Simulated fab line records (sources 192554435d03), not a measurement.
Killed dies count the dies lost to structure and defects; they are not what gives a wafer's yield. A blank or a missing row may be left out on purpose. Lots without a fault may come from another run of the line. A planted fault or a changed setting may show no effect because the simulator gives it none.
Chamber matching / flow n5Finfet / N5_FIN_SAQP_PECVD_47 on pecvd-03: 3 sister chambers
The step deposits a-Si from SiH4/He, target thk 45 nm, time 36.3 s. 14 wafers are shown with their chamber, then 7 later ones without.

== EACH WAFER AND ITS CHAMBER ==
wafer=L077.2; chamber=1; showerheadPlenumPTorr (Torr)=5.75; throttleValvePct (%)=19.5; heaterPowerW (W)=759
wafer=L077.5; chamber=0; showerheadPlenumPTorr (Torr)=5.72; throttleValvePct (%)=17.7; heaterPowerW (W)=842
wafer=L077.6; chamber=2; showerheadPlenumPTorr (Torr)=5.65; throttleValvePct (%)=16.9; heaterPowerW (W)=863
wafer=L081.1; chamber=1; showerheadPlenumPTorr (Torr)=5.76; throttleValvePct (%)=19.5; heaterPowerW (W)=806
wafer=L081.4; chamber=2; showerheadPlenumPTorr (Torr)=5.65; throttleValvePct (%)=17.2; heaterPowerW (W)=937
wafer=L081.6; chamber=0; showerheadPlenumPTorr (Torr)=5.70; throttleValvePct (%)=17.8; heaterPowerW (W)=819
wafer=L084.1; chamber=1; showerheadPlenumPTorr (Torr)=5.77; throttleValvePct (%)=19.3; heaterPowerW (W)=779
wafer=L084.5; chamber=2; showerheadPlenumPTorr (Torr)=5.65; throttleValvePct (%)=17.2; heaterPowerW (W)=891
wafer=L084.6; chamber=0; showerheadPlenumPTorr (Torr)=5.71; throttleValvePct (%)=17.7; heaterPowerW (W)=849
wafer=L088.1; chamber=0; showerheadPlenumPTorr (Torr)=5.71; throttleValvePct (%)=18.1; heaterPowerW (W)=845
wafer=L088.3; chamber=1; showerheadPlenumPTorr (Torr)=5.77; throttleValvePct (%)=19.5; heaterPowerW (W)=771
wafer=L088.5; chamber=0; showerheadPlenumPTorr (Torr)=5.71; throttleValvePct (%)=17.7; heaterPowerW (W)=846
wafer=L090.1; chamber=1; showerheadPlenumPTorr (Torr)=5.76; throttleValvePct (%)=19.4; heaterPowerW (W)=723
wafer=L090.3; chamber=2; showerheadPlenumPTorr (Torr)=5.65; throttleValvePct (%)=17.4; heaterPowerW (W)=890

SIGNATURES (averages over the wafers above)
reading=showerheadPlenumPTorr; chamber 0=5.7100; chamber 1=5.7620; chamber 2=5.6500; scatter within a chamber=0.00661
reading=throttleValvePct; chamber 0=17.800; chamber 1=19.440; chamber 2=17.175; scatter within a chamber=0.159
reading=heaterPowerW; chamber 0=840.20; chamber 1=767.60; chamber 2=895.25; scatter within a chamber=25.4
Rule: a wafer's distance from a chamber is the root of the sum, over the readings, of the square of ((its reading less the chamber's mean) divided by the reading's scatter). If the next closest chamber is less than 2 further off than the closest, the wafer can't be placed; otherwise it belongs to the closest. The scatter is the square root of a quotient: the sum, over the shown wafers, of each reading's squared deviation from its chamber's mean, divided by wafers minus chambers.

== WAFERS MISSING THEIR CHAMBER ==
wafer=L090.4; showerheadPlenumPTorr (Torr)=5.69; throttleValvePct (%)=17.7; heaterPowerW (W)=887
wafer=L091.1; showerheadPlenumPTorr (Torr)=5.76; throttleValvePct (%)=19.6; heaterPowerW (W)=793
wafer=L091.2; showerheadPlenumPTorr (Torr)=5.66; throttleValvePct (%)=17.2; heaterPowerW (W)=889
wafer=L091.5; showerheadPlenumPTorr (Torr)=5.66; throttleValvePct (%)=17.2; heaterPowerW (W)=912
wafer=L096.2; showerheadPlenumPTorr (Torr)=5.71; throttleValvePct (%)=17.5; heaterPowerW (W)=782
wafer=L096.3; showerheadPlenumPTorr (Torr)=5.67; throttleValvePct (%)=17.5; heaterPowerW (W)=898
wafer=L096.6; showerheadPlenumPTorr (Torr)=5.76; throttleValvePct (%)=19.4; heaterPowerW (W)=759

== THE CHAMBER EACH PASSED THROUGH ==
wafer=L090.4; from the rows above=0; in truth=0
wafer=L091.1; from the rows above=1; in truth=1
wafer=L091.2; from the rows above=2; in truth=2
wafer=L091.5; from the rows above=2; in truth=2
wafer=L096.2; from the rows above=0; in truth=0
wafer=L096.3; from the rows above=2; in truth=2
wafer=L096.6; from the rows above=1; in truth=1
Correctly placed: 7 of 7. Can't be placed from these rows: 0. Placed wrongly: 0.
